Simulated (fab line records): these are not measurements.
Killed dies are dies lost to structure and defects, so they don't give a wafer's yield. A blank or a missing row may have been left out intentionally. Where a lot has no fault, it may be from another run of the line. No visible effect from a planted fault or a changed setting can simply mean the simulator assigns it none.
fab line records ; flow nandHarc
record lots=5; wafers=15; lastDay=24
route steps=1159 shown P_ZERO_WELL@29 END@1159
lots that met no fault: taken from a fault-free run of the same line
startH: hours from the record's opening day to when the first of the lot's shown wafers began ; waitH: hours since the lot's step before ; " the same as in the row above ; L1.1+2: a row that stands for several wafers ; - either no value or no given start ; * or withheld: withheld ; < > ~ a bound
route shown NAME@n: names a module that has steps shown in the file, with the first one's number in the route ; usual: mean/standard deviation taken from wafers without a fault ; same: alike in all rows ; chamber/n: place in a boat ; sites: readings site by site ; _std_site: standard deviation across them ; _edge_site: outer sites' mean less inner sites' ; radiusMm: for every site, how far away it sits from the centre of the wafer ; mask NAME#n: copy n ; behind: the last tool/chamber to shape the wafer ; hold: the reason the lot was held/the length of the hold in hours/how it ended ; device: transistor that didn't switch, given as n, p or np ; end of line: the route-end tests of the same wafers ; step lacking rows: just its recipe ; killed: dies lost to structure and defects at the first sort, not the wafer's yield ; map: per-die view of a wafer (x killed, . not killed, _ where there is no die)
set.NAME: setting as actually run; set.NAME@STEP: the setting as run at that earlier step ; model.NAME: the simulator's own value behind a step, which no gauge read
certain route steps with their lots: each step a table, each wafer a row
services: the hour from which a tool's chamber was out of use, counted from the record's first day as startH (under 0 if before that day), plus the number of hours and why
## steps
# step NHARC_P_ZERO_WELL_CD_MEAS_24
# recipe targetCdNm=720; landingEnergyEv=500
# usual cdNm=719.8/1.3
lot.wafer;tool;chamber;startH;waitH;cdNm
L508.1;cdSem-01;0;20.62;-;719.6
L508.2;cdSem-01;0;20.62;-;718.9
L508.5;cdSem-01;0;20.62;-;718.8
L515.1;cdSem-02;0;62.71;-;722.1
L515.2;cdSem-02;0;62.71;-;720.9
L515.5;cdSem-02;0;62.71;-;719.9
L523.3;cdSem-03;0;110.41;-;721.6
L523.4;cdSem-03;0;110.41;-;721.5
L523.5;cdSem-03;0;110.41;-;721.3
L527.2;cdSem-01;0;134.90;-;719.4
L527.3;cdSem-01;0;134.90;-;718.8
L527.4;cdSem-01;0;134.90;-;719.9
L529.1;cdSem-03;0;146.51;-;720.6
L529.3;cdSem-03;0;146.51;-;720.0
L529.5;cdSem-03;0;146.51;-;718.1
# step NHARC_P_ZERO_WELL_HARDBAKE_25
# recipe tempC=125; timeS=80
# step NHARC_P_ZERO_WELL_DESCUM_26
# recipe timeS=3; o2FlowSccm=200; arFlowSccm=0; biasPowerW=0; chemistry=O2
# usual drypumpMotorCurrentA=5.9/0.47; o2FlowSccm=200.0/0.59; oesProductAu=1.002/0.0079; rfVppV=57.7/0.85; showerheadPlenumPTorr=1.91/0.065; throttleValvePct=11.310/0.0088
lot.wafer;tool;chamber;startH;waitH;drypumpMotorCurrentA;o2FlowSccm;oesProductAu;rfHoursCounterH;rfVppV;showerheadPlenumPTorr;throttleValvePct
L508.2;rieDiel-01;0;20.80;-;6.7;199.3;1.016;2;58.5;2.04;11.302
L508.1;rieDiel-01;2;20.80;-;6.7;199.4;1.005;2;57.8;1.91;11.317
L508.5;rieDiel-01;3;20.80;-;5.2;200.9;0.998;-;57.9;1.93;11.326
L515.1;rieDiel-01;3;62.87;-;5.3;199.7;0.993;5;57.7;1.93;11.305
L515.2;rieDiel-01;1;62.87;-;6.0;200.4;1.015;4;56.7;1.88;11.297
L515.5;rieDiel-01;3;62.87;-;5.2;199.5;0.997;-;58.4;1.93;11.317
L523.3;rieDiel-01;0;110.57;-;6.7;200.0;1.008;7;57.7;2.04;11.316
L523.4;rieDiel-01;3;110.57;-;5.2;200.4;0.997;8;58.5;1.93;11.322
L523.5;rieDiel-01;0;110.57;-;6.7;201.1;1.006;-;57.5;2.04;11.313
L527.2;rieDiel-13;3;135.05;-;5.6;199.7;1.009;2;58.2;1.88;11.314
L527.3;rieDiel-13;0;135.05;-;6.3;200.6;1.005;2;57.3;1.82;11.308
L527.4;rieDiel-13;1;135.05;-;6.3;200.1;1.019;1;57.7;1.87;11.305
L529.3;rieDiel-02;1;146.70;-;5.5;199.8;0.989;13;58.1;1.92;11.312
L529.1;rieDiel-02;2;146.70;-;5.8;200.0;0.996;13;56.9;1.97;11.319
L529.5;rieDiel-02;0;146.70;-;5.8;199.7;1.007;-;56.8;1.91;11.297
# step NHARC_P_ZERO_WELL_IMPLANT_27
# recipe energyKev=600; doseCm2=1e+13; tiltDeg=7
# step NHARC_P_ZERO_WELL_IMPLANT_57
# recipe energyKev=250; doseCm2=4e+12; tiltDeg=7
# step NHARC_P_ZERO_WELL_IMPLANT_58
# recipe energyKev=100; doseCm2=2e+12; tiltDeg=7
# step NHARC_P_ZERO_WELL_STRIP_28
# recipe timeS=840; tempC=130; chemistry=SPM
# step NHARC_P_ZERO_WELL_DEHYDRATE_29
# recipe tempC=150; timeS=120
# step NHARC_P_ZERO_WELL_HMDS_30
# recipe timeS=30
# step NHARC_P_ZERO_WELL_COAT_31
# recipe spinRpm=withheld
# step NHARC_P_ZERO_WELL_SOFTBAKE_32
# recipe tempC=122; timeS=95
# step NHARC_P_ZERO_WELL_EBR_33
# step NHARC_P_ZERO_WELL_EXPOSE_34
# recipe na=0.6; targetCdNm=720; doseMj=22.31; maskId=P_PWELL
# usual exposureDoseMJCm2=22.305/0.022
lot.wafer;tool;chamber;startH;waitH;mask;exposureDoseMJCm2
L508.1;krfScanner-03;0;22.01;-;P_PWELL#0;22.267
L508.2;krfScanner-03;0;22.01;-;P_PWELL#0;22.321
L508.5;krfScanner-03;0;22.01;-;P_PWELL#0;22.332
L515.1;krfScanner-03;0;64.19;-;P_PWELL_R1#0;22.298
L515.2;krfScanner-03;0;64.19;-;P_PWELL_R1#0;22.299
L515.5;krfScanner-03;0;64.19;-;P_PWELL_R1#0;22.302
L523.3;krfScanner-01;0;111.89;-;P_PWELL#0;22.342
L523.4;krfScanner-01;0;111.89;-;P_PWELL#0;22.349
L523.5;krfScanner-01;0;111.89;-;P_PWELL#0;22.337
L527.2;krfScanner-04;0;136.43;-;P_PWELL#0;22.319
L527.3;krfScanner-04;0;136.43;-;P_PWELL#0;22.324
L527.4;krfScanner-04;0;136.43;-;P_PWELL#0;22.304
L529.1;krfScanner-01;0;147.89;-;P_PWELL#0;22.292
L529.3;krfScanner-01;0;147.89;-;P_PWELL#0;22.292
L529.5;krfScanner-01;0;147.89;-;P_PWELL#0;22.325
# step NHARC_P_ZERO_WELL_PEB_35
# recipe pebTempC=118; pebTimeS=85
# step NHARC_P_ZERO_WELL_DEVELOP_36
# recipe timeS=70
# step NHARC_P_ZERO_WELL_CD_MEAS_37
# recipe targetCdNm=720; landingEnergyEv=500
# usual cdNm=719.8/1.1
lot.wafer;tool;chamber;startH;waitH;cdNm
L508.1;cdSem-02;0;22.16;-;720.2
L508.2;cdSem-02;0;22.16;-;720.9
L508.5;cdSem-02;0;22.16;-;720.9
L515.1;cdSem-01;0;64.35;-;740.8
L515.2;cdSem-01;0;64.35;-;742.5
L515.5;cdSem-01;0;64.35;-;742.2
L523.3;cdSem-02;0;112.04;-;719.5
L523.4;cdSem-02;0;112.04;-;720.5
L523.5;cdSem-02;0;112.04;-;721.4
L527.2;cdSem-02;0;136.58;-;720.9
L527.3;cdSem-02;0;136.58;-;720.1
L527.4;cdSem-02;0;136.58;-;718.8
L529.1;cdSem-03;0;148.04;-;721.1
L529.3;cdSem-03;0;148.04;-;720.1
L529.5;cdSem-03;0;148.04;-;720.7
# step NHARC_P_ZERO_WELL_HARDBAKE_38
# recipe tempC=125; timeS=80
# step NHARC_END_SORT_01
# recipe tempC=25
# usual killedAtArray=27/11; killedAtOther=0.8/1.4; killedAtPeriphery=3.3/2; killedDies=31/11; killedOpen=3.4/1.8; killedShort=2.1/1.3
# same grossDies=677
lot.wafer;tool;chamber;startH;waitH;killedAtArray;killedAtOther;killedAtPeriphery;killedDies;killedOpen;killedShort
L523.3;prober-01;0;539.95;3.1;16;1;5;22;3;3
L523.4;prober-01;0;540.75;3.4;15;0;6;21;2;2
L523.5;prober-01;0;541.54;3.7;22;0;11;33;3;1
# killed by level:class
L523.3 A_CHANNEL_HOLE_D1:chamberFilmFlake=6 P_ZERO_WELL:chamberFilmFlake=3 A_STAIRCASE:chamberFilmFlake=3 A_WL_FILL:chamberFilmFlake=2 P_M1:geometricParticle:open=1 A_CHANNEL_HOLE_D1:geometricParticle:short=1 A_CHANNEL_FILL_D1:geometricParticle:open=1 A_CONTACT:geometricParticle:short=1
L523.4 A_CHANNEL_HOLE_D1:chamberFilmFlake=6 P_ZERO_WELL:chamberFilmFlake=4 A_ZERO_WELL:chamberFilmFlake=2 A_STAIRCASE:chamberFilmFlake=2 A_SOURCE_PLATE:geometricParticle:short=1 A_SGD_CUT:geometricParticle:open=1 A_SGD_CUT:geometricParticle:short=1 A_CONTACT:geometricParticle:open=1
L523.5 A_CHANNEL_HOLE_D1:chamberFilmFlake=8 A_CONTACT:chamberFilmFlake=7 P_ZERO_WELL:chamberFilmFlake=4 P_STI:chamberFilmFlake=4 P_GATE:chamberFilmFlake=2 A_WL_FILL:chamberFilmFlake=2 P_M1:geometricParticle:open=1 A_ONON_D1:geometricParticle:open=1
## services
tool;chamber;startH;hours;kind
rieDiel-13;0;18.28;5.0;repair
rieDiel-01;0;18.80;-;clean
rieDiel-01;1;18.80;-;clean
rieDiel-01;2;18.80;-;clean
rieDiel-01;3;18.80;-;clean
rieDiel-02;3;28.76;13.3;repair
rieDiel-01;0;43.30;-;clean
rieDiel-01;1;43.30;-;clean
rieDiel-01;2;43.30;-;clean
rieDiel-01;3;43.30;-;clean
krfScanner-04;-;50.53;2.8;repair
rieDiel-01;0;67.80;-;clean
rieDiel-01;1;67.80;-;clean
rieDiel-01;2;67.80;-;clean
rieDiel-01;3;67.80;-;clean
krfScanner-03;-;74.52;0.6;repair
krfScanner-01;-;84.00;4.0;pm
rieDiel-01;0;92.30;-;clean
rieDiel-13;-;99.00;9.0;pm
rieDiel-02;2;106.13;2.4;repair
rieDiel-13;1;117.18;2.7;repair
krfScanner-04;-;126.00;4.0;pm
rieDiel-01;-;137.80;9.0;pm
krfScanner-04;-;147.54;2.3;repair
## key
firstSign step=NHARC_P_ZERO_WELL_EXPOSE_34; reading=mask; direction=changed
effect step=NHARC_P_ZERO_WELL_CD_MEAS_37; reading=cdNm; direction=up; sigmas=20; usual=719.8; struck=741.9
metAt NHARC_P_ZERO_WELL_EXPOSE_34
struckWafers L515.1,L515.2,L515.5
testerLeftOut L515
onsetBetween 22.01 64.19
fault kind=wrongMask; tool=any; chamber=-; onsetH=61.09; steps=NHARC_P_ZERO_WELL_EXPOSE_34; auxCopy=P_PWELL_R1#0; cdOffsetNm=22.175; scope=struckLotsOnly
# testerLeftOut: of these lots the tester's yield and bins aren't shown, on N5 and GAA mostly nor the transistor test; their killed dies are dies lost to structure and defects alone, not to doping, threshold or leakage, so they don't give the yield
